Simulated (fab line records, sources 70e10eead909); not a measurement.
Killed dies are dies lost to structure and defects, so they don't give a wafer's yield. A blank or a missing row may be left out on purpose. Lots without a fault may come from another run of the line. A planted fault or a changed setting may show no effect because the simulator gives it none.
Which tool did it? | flow nand_harc | 6 lots, 18 wafers sampled, at 1 step of a route of 1159

WHAT THE GAUGES READ, wafer by wafer
NHARC_P_BONDPAD_INSPECT_23.
lot  | measured     | on                | raw_defect_count
L431 | day 6 22:55  | defect_inspect-02 | 442 307 251
L435 | day 7 08:23  | defect_inspect-02 | 190 153 259
L445 | day 9 18:55  | defect_inspect-01 | 271 267 431
L442 | day 9 19:45  | defect_inspect-01 | 289 342 261
L448 | day 10 18:40 | defect_inspect-01 | 443 380 286
L451 | day 11 09:49 | defect_inspect-02 | 617 286 364

WHICH TOOL RAN EACH LOT (tool, then ch and the chambers of the sampled wafers, then the start)
The record holds no process step before these readings.

THE ANSWER, worked out from the rows above alone
Rule: what is usual is taken from the lots themselves. Put in order of their means at a reading, lots are off if they are a third of the lots or fewer, leave a main group of 4 or more, and stand apart from it by a gap of 3 or more times the standard deviation of the main group's means; of several such gaps the widest counts. A main group whose means are all the same, to the digits that the tables above print for the reading, isn't used. A lot without any number at a reading at which 4 lots or more have one is off too. The other lots that the step has rows for count as sound.
No lot is off at any reading shown: from this, nothing can be told.

WHAT THE SIMULATOR HAD PUT IN
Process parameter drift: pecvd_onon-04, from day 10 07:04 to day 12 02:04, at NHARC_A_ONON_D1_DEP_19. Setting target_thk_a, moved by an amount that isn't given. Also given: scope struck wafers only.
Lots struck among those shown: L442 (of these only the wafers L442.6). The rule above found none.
